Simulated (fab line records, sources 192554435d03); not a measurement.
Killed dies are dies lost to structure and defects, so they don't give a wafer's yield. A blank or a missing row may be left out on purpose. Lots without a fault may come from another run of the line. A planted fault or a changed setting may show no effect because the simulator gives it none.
Split-lot experiment | flow n5_finfet | 7 lots, 21 wafers read, on a route of 1938 steps

THE SPLIT
At N5_WELL_APT_COAT_02 (resist thk 950 nm), the setting spin_rpm was moved away from the recipe's 1357 rpm on 7 of the 21 wafers read, by -7.3% to +10.2%. The other wafers ran this setting at the recipe's value.

The reading is taken at the split's own step.

THE READING
coat_of_WELL_APT_COAT_02.thk_nm (the simulator's own value, which no gauge read), in nm, at N5_WELL_APT_COAT_02 (resist thk 950 nm). The file gives no usual value for it. The 14 wafers here that ran the recipe average 949.7 nm, standard deviation 3 nm.

wafer  | tool, chamber at the split | spin_rpm as run, rpm | against the recipe | coat_of_WELL_APT_COAT_02.thk_nm, nm | against lot-mates on the recipe
L079.1 | litho_track-04, 0          | 1357                 | recipe             | 945.9                               | -
L079.2 | litho_track-04, 0          | 1357                 | recipe             | 944.2                               | -
L079.5 | litho_track-04, 0          | 1496                 | +10.2%             | 902                                 | -43.0
L080.1 | litho_track-05, 0          | 1357                 | recipe             | 949.8                               | -
L080.3 | litho_track-05, 0          | 1258                 | -7.3%              | 986.6                               | +36.8
L080.5 | litho_track-05, 0          | 1258                 | -7.3%              | 986.5                               | +36.7
L084.2 | litho_track-03, 0          | 1357                 | recipe             | 953.8                               | -
L084.3 | litho_track-03, 0          | 1453                 | +7.1%              | 921                                 | -32.8
L084.4 | litho_track-03, 0          | 1453                 | +7.1%              | 922.9                               | -30.9
L088.1 | litho_track-05, 0          | 1357                 | recipe             | 952.4                               | -
L088.3 | litho_track-05, 0          | 1357                 | recipe             | 951.4                               | -
L088.4 | litho_track-05, 0          | 1357                 | recipe             | 950.1                               | -
L089.2 | litho_track-05, 0          | 1357                 | recipe             | 945.9                               | -
L089.6 | litho_track-05, 0          | 1357                 | recipe             | 945.9                               | -
L089.3 | litho_track-05, 0          | 1357                 | recipe             | 948.1                               | -
L091.3 | litho_track-03, 0          | 1357                 | recipe             | 951.7                               | -
L091.4 | litho_track-03, 0          | 1484                 | +9.4%              | 909.9                               | -41.4
L091.6 | litho_track-03, 0          | 1357                 | recipe             | 950.9                               | -
L096.1 | litho_track-03, 0          | 1437                 | +5.9%              | 926.3                               | -26.5
L096.3 | litho_track-03, 0          | 1357                 | recipe             | 952.2                               | -
L096.4 | litho_track-03, 0          | 1357                 | recipe             | 953.4                               | -

THE FIT
A straight line over all 21 wafers: coat_of_WELL_APT_COAT_02.thk_nm changes by -4.5 nm for each +1% of spin_rpm; r = -0.99; the points scatter about the line by 3.2 nm.
The same after taking each lot's own level away (the mean of its wafers on the recipe; 21 wafers): -4.58 nm for each +1%; r = -1.00; scatter 1.5 nm.
On that fit, the largest move of spin_rpm shifts the reading by 47 nm.
The lots' own levels span 945.05 to 953.80 nm, that is 2.9 times the standard deviation above.
So the lot-to-lot level changes the slope little: the two slopes agree.
Check: with one of the wafers moved furthest among these (+10.2%) left out of the fit, the line predicts -47.4 nm for it against its lot-mates. It came out at -43 nm against them.

THE FILE'S OWN FIT
coat_of_WELL_APT_COAT_02.thk_nm changes by -4.47 nm for each +1% of spin_rpm, r = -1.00.
